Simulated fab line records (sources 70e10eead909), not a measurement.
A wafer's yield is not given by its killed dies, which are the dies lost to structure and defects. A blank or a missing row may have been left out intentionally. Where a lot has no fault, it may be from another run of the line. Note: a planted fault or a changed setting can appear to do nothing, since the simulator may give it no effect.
Struck lot and sound lot, side by side / flow nand_harc / 14 steps out of a route of 1302
Sound: wafers L943.1, L943.2, L943.4. Wafers struck: L931.2, L931.4, L931.5. At the end, the cause is stated.
For every step that has rows: the tool of each side, followed by ch and its chambers, followed by its first start. Under that, the readings that differ: sound wafers / struck wafers / difference of the means / sigmas: that difference in standard deviations of wafers without a fault.
alike: readings whose means differ by less than 2 such deviations, and words and numbers that are the same on both sides. not compared: withheld readings, readings that some wafer has no value for, bounds like >300 that may hide the same value, and numbers for which the record gives no deviation and whose values overlap.
The two part at a step that has a row with sigmas, a row that says differs or no value, or rows on one side only. Numbers that have no deviation but don't overlap get no sigmas and don't part them. Lack of a reading on every wafer of one side parts them only where that side has two or more wafers.

NHARC_A_BLC_DESCUM_15: chemistry O2, time 3 s.
  sound on rie_diel-09 ch 1,3, day 28 13:14; struck on rie_diel-09 ch 0,2,3, day 23 00:01
  alike: drypump_motor_current_A, oes_product_au, rf_vpp_V, showerhead_plenum_p_Torr, throttle_valve_pct
  not compared: rf_hours_counter_h
NHARC_A_BLC_ETCH_16: etches the open film in CF4, target depth 39 nm, time 65 s.
  sound on rie_diel-09 ch 0,1,3, day 28 13:20; struck on rie_diel-09 ch 0,2,3, day 23 00:06
  alike: drypump_motor_current_A, oes_product_au, rf_vpp_V, showerhead_plenum_p_Torr, throttle_valve_pct
  not compared: rf_hours_counter_h
NHARC_A_BLC_ETCH_17: etches the open film in N2/H2, target depth 390 nm, time 609.38 s.
  sound: rie_diel-09 ch 0,1; struck: rie_diel-09 ch 0,1
  alike: drypump_motor_current_A, oes_product_au, rf_vpp_V, showerhead_plenum_p_Torr, throttle_valve_pct
  not compared: rf_hours_counter_h
then, 1 step without rows for these wafers: NHARC_A_BLC_ETCH_18 (etches the open film in C4F8/O2/Ar, target depth 910 nm).
NHARC_A_BLC_CD_MEAS_19:
  sound: cd_sem-01 at day 28 14:23; struck: cd_sem-02 at day 23 00:59
  alike: cd_nm
NHARC_A_BLC_STRIP_29: strips in CF4.
  sound on rie_diel-07 ch 0,1,3, day 28 14:28; struck on rie_diel-09 ch 2,3, day 23 01:03
  alike: drypump_motor_current_A, oes_product_au, rf_vpp_V, showerhead_plenum_p_Torr, throttle_valve_pct
  not compared: rf_hours_counter_h
NHARC_A_BLC_STRIP_21: strips in O2.
  sound on rie_diel-07 ch 1,2,3, day 28 14:34; struck on rie_diel-09 ch 2,3, day 23 01:10
  alike: drypump_motor_current_A, oes_product_au, rf_vpp_V, showerhead_plenum_p_Torr, throttle_valve_pct
  not compared: rf_hours_counter_h
then, 5 steps without rows for these wafers: NHARC_A_BLC_STRIP_22 (strips in post etch residue remover, time 600 s); NHARC_A_BLC_DEGAS_30 (time 60 s); NHARC_A_BLC_PRE_CLEAN_31 (time 15 s); NHARC_A_BLC_PVD_32 (deposits Ti, target thk 5 nm, time 17.7 s); NHARC_A_BLC_ALD_23 (deposits TiN, target thk 3 nm, pulse time 1 s, ald cycles 150).
NHARC_A_BLC_CVD_24: deposits W, target thk 150 nm, time 434 s.
  sound on cvd_w-01 ch 0,1, day 28 15:29; struck on cvd_w-02 ch 0,1, day 23 02:44
  alike: heater_power_w, mfc_h2_sccm, throttle_valve_pct
  not compared: since_wet_clean_h
NHARC_A_BLC_CMP_25: polishes, t overpolish 30 s, target thk 150 nm.
  sound on cmp-04 ch 0,2,3, day 28 16:02; struck on cmp-01 ch 1,3, day 23 03:21
reading=time_to_endpoint_s (s); sound=31 27 34; struck=65 57 64; difference=+31; sigmas=+8
  alike: edge_zone_pressure_frac, motor_current_A, overpolish_run_s, retaining_ring_pressure_frac

WHERE THEY PART
At NHARC_A_BLC_CMP_25 and nowhere else, as far as this record goes.

WHY: whatever the simulator had introduced
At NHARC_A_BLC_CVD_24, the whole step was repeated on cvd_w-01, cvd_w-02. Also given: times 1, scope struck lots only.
